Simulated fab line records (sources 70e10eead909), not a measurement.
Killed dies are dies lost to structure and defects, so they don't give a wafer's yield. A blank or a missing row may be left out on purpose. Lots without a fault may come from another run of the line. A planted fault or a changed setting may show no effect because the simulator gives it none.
The same fault as seen by 2 desks || flow nandHarc || what lay behind the numbers comes last; until then each desk has only its own

== DESK OF THE TOOL OWNER: lithoTrack-04 ==
The tool's own readings at NHARC_P_M0_PEB_07 (peb time 65 s): means of the sampled wafers that have a number, for each lot that ran on this tool. Any lot whose mean is over 4 standard deviations away from the usual mean is out of limits and marked OUT; that distance is given in the brackets.
Columns: A = exhaustPa at NHARC_P_M0_PEB_07, usual 44.9 Pa
{"lot": "L880", "first seen here": "day 10 09:32", "A": 45.2}
{"lot": "L881", "first seen here": "day 10 16:04", "A": 44.8}
{"lot": "L884", "first seen here": "day 12 02:23", "A": 45.2}
{"lot": "L889", "first seen here": "day 13 23:38", "A": 44.9}
{"lot": "L890", "first seen here": "day 14 07:29", "A": 44.2}
This desk found nothing out of limits on any of the 5 lots.

== THE METROLOGY DESK ==
Means of the sampled wafers that have a number, per lot and without regard to the tool the lot ran on: this is what the gauges read. Any lot whose mean is over 4 standard deviations away from the usual mean is out of limits and marked OUT; that distance is given in the brackets.
Columns: A = cdNm at NHARC_P_M0_CD_MEAS_09, usual 89.7 nm
{"lot": "L873", "first seen here": "day 7 05:42", "A": 90.5}
{"lot": "L876", "first seen here": "day 8 15:20", "A": 88.6}
{"lot": "L878", "first seen here": "day 9 14:13", "A": 89.9}
{"lot": "L879", "first seen here": "day 9 23:05", "A": 89.0}
{"lot": "L880", "first seen here": "day 10 09:37", "A": 90.4}
{"lot": "L881", "first seen here": "day 10 16:09", "A": 90.4}
{"lot": "L882", "first seen here": "day 10 21:58", "A": 89.2}
{"lot": "L884", "first seen here": "day 12 02:28", "A": 90.0}
{"lot": "L885", "first seen here": "day 12 14:45", "A": 89.5}
{"lot": "L889", "first seen here": "day 13 23:43", "A": "99.4 (+12) OUT"}
{"lot": "L890", "first seen here": "day 14 07:34", "A": "101.0 (+14) OUT"}
This desk finds L889, L890 out of limits, L889 being first, at day 13 23:43 (cdNm at NHARC_P_M0_CD_MEAS_09). L873, L876, L878, L879, L880, L881, L882, L884, L885: within limits.

== TAKEN TOGETHER ==
The metrology desk could have raised an alarm at day 13 23:43, on L889, L890.
The tool owner's desk saw nothing out of limits.
The tool owner's desk has L889, L890 on record, within its limits.
NHARC_P_M0_PEB_07 was run on lithoTrack-04 by each of the lots named.

== WHAT THE SIMULATOR HAD INSERTED ==
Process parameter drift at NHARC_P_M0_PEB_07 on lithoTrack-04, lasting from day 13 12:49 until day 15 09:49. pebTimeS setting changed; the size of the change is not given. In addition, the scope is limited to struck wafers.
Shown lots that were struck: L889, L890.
Time in hours between the start of the fault and the first out-of-limits reading at each desk: metrology desk, 11.
